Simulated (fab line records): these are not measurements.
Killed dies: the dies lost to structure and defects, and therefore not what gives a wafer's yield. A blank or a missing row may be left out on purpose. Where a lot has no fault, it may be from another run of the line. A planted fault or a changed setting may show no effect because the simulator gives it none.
8D (eight disciplines) problem report, filled in by code :: flow n5-finfet :: the parts of the form that need people (team, actions taken, sign-off) are left out

1. THE PROBLEM
Mean of trench-depth-nm at N5_BEOL_M8_OCD_MEAS_38: 101.2 nm across 2 wafers in 2 lots; on wafers with no fault it is 92.9 nm (standard deviation 1.2). Relative to the usual mean, that is a shift of +6.9 standard deviations.
Seen first at day 12 16:40 on ocd-02, wafer L788.4. The record holds 27 wafers of 9 lots with a number at this step. The rule behind "out" and "out of limits": a value lying over 4 standard deviations away from the usual mean. The other wafers with a number count as sound.

2. WHAT THIS IS AND IS NOT
question: which readings at this step
is: trench-depth-nm
is not: -

question: which lots
is: L788, L791
is not: L779, L780, L781, L784, L792, L797, L798

question: which wafers of those lots
is: L788.4, L791.1
is not: L788.5, L788.6, L791.2, L791.4

question: read on which gauges
is: ocd-02
is not: ocd-01

question: when
is: from day 12 16:40
is not: up to then (14 sound wafers); but 11 sound wafers of L791, L792, L797, L798 came after

3. THE SUSPECTS, EACH WITH WHAT RULES IT OUT
Counting: any tool at a process step up to the reading remains a suspect provided it ran every lot that is out. Sound lots after the first of them don't rule it out here, since some wafers of a struck lot are sound.
- the gauge at N5_BEOL_M8_OCD_MEAS_38: ruled out. All the wafers that are out were read on ocd-02, but those of them that N5_BEOL_M8_TRENCH_ETCH_37 has rows for are out there too, on other tools.
- rie-diel-01 at N5_BEOL_M8_TRENCH_ETCH_37 (etches SiCOH lowk in C4F6/O2, target depth 93.478 nm, time 31.2 s): kept. It ran every lot that is out, first L788 (day 12 16:31); its last sound lot up to then is L780 (day 10 00:18). Its own readings are out on those wafers: rf-fwd-power-W, rf-vpp-V.
- rie-diel-01, N5_BEOL_M8_TRENCH_ETCH_37: wafers that are out in chamber 0, sound lot-mates in chambers 1, 2.
Left after counting: rie-diel-01 at N5_BEOL_M8_TRENCH_ETCH_37.

4. THE CAUSE (what the simulator had put in)
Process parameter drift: rie-diel-01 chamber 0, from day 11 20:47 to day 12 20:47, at N5_BEOL_M8_TRENCH_ETCH_37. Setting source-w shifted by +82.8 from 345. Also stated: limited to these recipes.
Counting left only this tool.

5. SEQUENCE OF EFFECTS, ordered by route
One row per reading whose mean, taken over the struck wafers that have a number, lies over 3 standard deviations from the usual. Only readings whose record carries a usual standard deviation are examined. hours: median over the lots of the time between each lot's start at the first step of this table that gives one and its start at this step. sigmas: the change, counted in usual standard deviations.
hours: 0
step: N5_BEOL_M8_TRENCH_ETCH_37
reading: oes_f_703_au
usual: 0.79 a.u.
on struck wafers: 1.06
change: +0.27
sigmas: +3.6

hours: 0
step: N5_BEOL_M8_TRENCH_ETCH_37
reading: oes_o_777_au
usual: 0.79 a.u.
on struck wafers: 1.03
change: +0.24
sigmas: +3.1

hours: 0
step: N5_BEOL_M8_TRENCH_ETCH_37
reading: rf-fwd-power-W
usual: 340.1 W
on struck wafers: 423.7
change: +83.6
sigmas: +56

hours: 0
step: N5_BEOL_M8_TRENCH_ETCH_37
reading: rf-vpp-V
usual: 667 V
on struck wafers: 596
change: -70
sigmas: -14

hours: 0
step: N5_BEOL_M8_OCD_MEAS_38
reading: trench-depth-nm
usual: 92.9 nm
on struck wafers: 101.2
change: +8.3
sigmas: +6.9

hours: 4
step: N5_BEOL_M8_THK_MEAS_53
reading: M8_THK
usual: 79.8 nm
on struck wafers: 89.1
change: +9.3
sigmas: +5.2

hours: 4
step: N5_BEOL_M8_RS_MEAS_57
reading: M8_RS
usual: 0.287 ohm/sq
on struck wafers: 0.253
change: -0.034
sigmas: -5.0
Its process steps:
- N5_BEOL_M8_TRENCH_ETCH_37: etches SiCOH lowk in C4F6/O2, target depth 93.478 nm, time 31.2 s.

6. HOW IT WOULD HAVE BEEN CAUGHT EARLIER
In this record the first reading out of limits at a measuring or inspecting step was taken at day 12 16:40, 20 hours after the fault began at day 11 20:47.
Tool's own readings at N5_BEOL_M8_TRENCH_ETCH_37, rf-fwd-power-W, rf-vpp-V: out on all struck wafers the step has rows for; an alarm limit on them would have tripped on the first.
Of the lots that are out (2), L791 began N5_BEOL_M8_TRENCH_ETCH_37 on rie-diel-01 after day 12 16:40. Had the tool been put on hold then, it would have been spared.
